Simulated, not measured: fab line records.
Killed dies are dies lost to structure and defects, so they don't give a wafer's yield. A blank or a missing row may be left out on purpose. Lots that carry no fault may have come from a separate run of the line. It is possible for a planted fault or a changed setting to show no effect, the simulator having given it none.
Which tool is to blame? -- flow n5 finfet -- 36 wafers from 12 lots sampled at 6 of the route's 1938 steps

WHAT THE GAUGES READ, wafer by wafer
N5_BEOL_M2_THK_MEAS_01.
lot,measured,on,M2_ILD_THK (nm)
L075,day 7 09:31,film metro-02,78.5 80.3 79.5
L078,day 8 03:23,film metro-01,79.1 78.6 79.0
L074,day 8 06:17,film metro-01,78.9 80.0 79.8
L081,day 8 12:37,film metro-02,78.6 77.5 79.5
L083,day 8 19:05,film metro-02,77.6 78.5 79.8
L085,day 9 01:29,film metro-01,78.6 79.0 80.3
L087,day 10 03:37,film metro-01,78.3 78.3 79.2
L090,day 10 16:34,film metro-02,79.9 79.3 80.5
L092,day 10 23:01,film metro-02,77.4 79.1 79.0
L093,day 12 00:33,film metro-01,78.6 79.4 80.9
L095,day 12 04:07,film metro-02,78.7 77.6 79.1
L097,day 12 13:41,film metro-02,77.5 79.5 79.4

EACH LOT AND THE TOOL THAT RAN IT (in order: tool; ch and the chambers of the sampled wafers; start)
lot,N5_BEOL_M1_SPUTTER_79,N5_BEOL_M1_ANNEAL_87,N5_BEOL_M1_SPUTTER_94,N5_BEOL_M1_SPUTTER_96,N5_BEOL_M1_PRE_CLEAN_60
L075,"pvd sputter-01, day 7 06:23","pvd sputter-01, day 7 06:54","pvd sputter-01, day 7 07:42","pvd sputter-01, day 7 07:55","cvd co-02 ch 0,2, day 7 08:57"
L078,"pvd sputter-01, day 8 00:40","pvd sputter-01, day 8 01:11","pvd sputter-01, day 8 01:59","pvd sputter-01, day 8 02:12","cvd co-01 ch 0,2, day 8 03:02"
L074,"pvd sputter-01, day 8 03:23","pvd sputter-01, day 8 03:54","pvd sputter-01, day 8 04:42","pvd sputter-01, day 8 04:55","cvd co-01 ch 0,1,2, day 8 05:55"
L081,"pvd sputter-02, day 8 06:38","pvd sputter-02, day 8 07:09","pvd sputter-02, day 8 07:57","pvd sputter-02, day 8 11:26","cvd co-01 ch 0,2, day 8 12:16"
L083,"pvd sputter-01, day 8 15:51","pvd sputter-01, day 8 16:22","pvd sputter-01, day 8 17:10","pvd sputter-01, day 8 17:23","cvd co-02 ch 0,1,2, day 8 18:44"
L085,"pvd sputter-02, day 8 22:46","pvd sputter-02, day 8 23:17","pvd sputter-02, day 9 00:05","pvd sputter-02, day 9 00:19","cvd co-02 ch 1,2, day 9 01:08"
L087,"pvd sputter-02, day 10 00:55","pvd sputter-02, day 10 01:26","pvd sputter-02, day 10 02:14","pvd sputter-02, day 10 02:27","cvd co-01 ch 1,2, day 10 03:16"
L090,"pvd sputter-03, day 10 13:40","pvd sputter-03, day 10 14:11","pvd sputter-03, day 10 14:59","pvd sputter-03, day 10 15:13","cvd co-02 ch 0,1,2, day 10 16:13"
L092,"pvd sputter-02, day 10 20:18","pvd sputter-02, day 10 20:49","pvd sputter-02, day 10 21:37","pvd sputter-02, day 10 21:50","cvd co-01 ch 0,2, day 10 22:40"
L093,"pvd sputter-02, day 11 21:50","pvd sputter-02, day 11 22:21","pvd sputter-02, day 11 23:09","pvd sputter-02, day 11 23:22","cvd co-01 ch 0,1, day 12 00:12"
L095,"pvd sputter-02, day 12 01:22","pvd sputter-02, day 12 01:53","pvd sputter-02, day 12 02:41","pvd sputter-02, day 12 02:55","cvd co-01 ch 1,2, day 12 03:44"
L097,"pvd sputter-01, day 12 10:41","pvd sputter-01, day 12 11:13","pvd sputter-01, day 12 12:01","pvd sputter-01, day 12 12:14","cvd co-02 ch 1,2, day 12 13:19"
- N5_BEOL_M1_SPUTTER_79: material Cu, target thk 4.5 nm, time 8.29 s.
- N5_BEOL_M1_ANNEAL_87: time 240 s.
- N5_BEOL_M1_SPUTTER_94: material Cu, target thk 4.5 nm, time 8.29 s.
- N5_BEOL_M1_SPUTTER_96: material Cu, target thk 4.5 nm, time 8.29 s.
- N5_BEOL_M1_PRE_CLEAN_60: time 15 s.

THE ANSWER, worked out from the rows above alone
Rule: usual is defined by the lots themselves. The widest of any qualifying gaps counts: lots, ordered by their means at a reading, are off when they make up no more than a third of the lots, leave a main group of 4 or more, and stand apart from it by 3 or more times the standard deviation of that group's means. Not used: any main group whose means are identical at the precision the tables above print for the reading. A lot without any number at a reading at which 4 lots or more have one is off too. The other lots that the step has rows for count as sound.
No lot is off on any of the readings shown, so nothing can be concluded from this.

WHAT THE SIMULATOR HAD PUT IN
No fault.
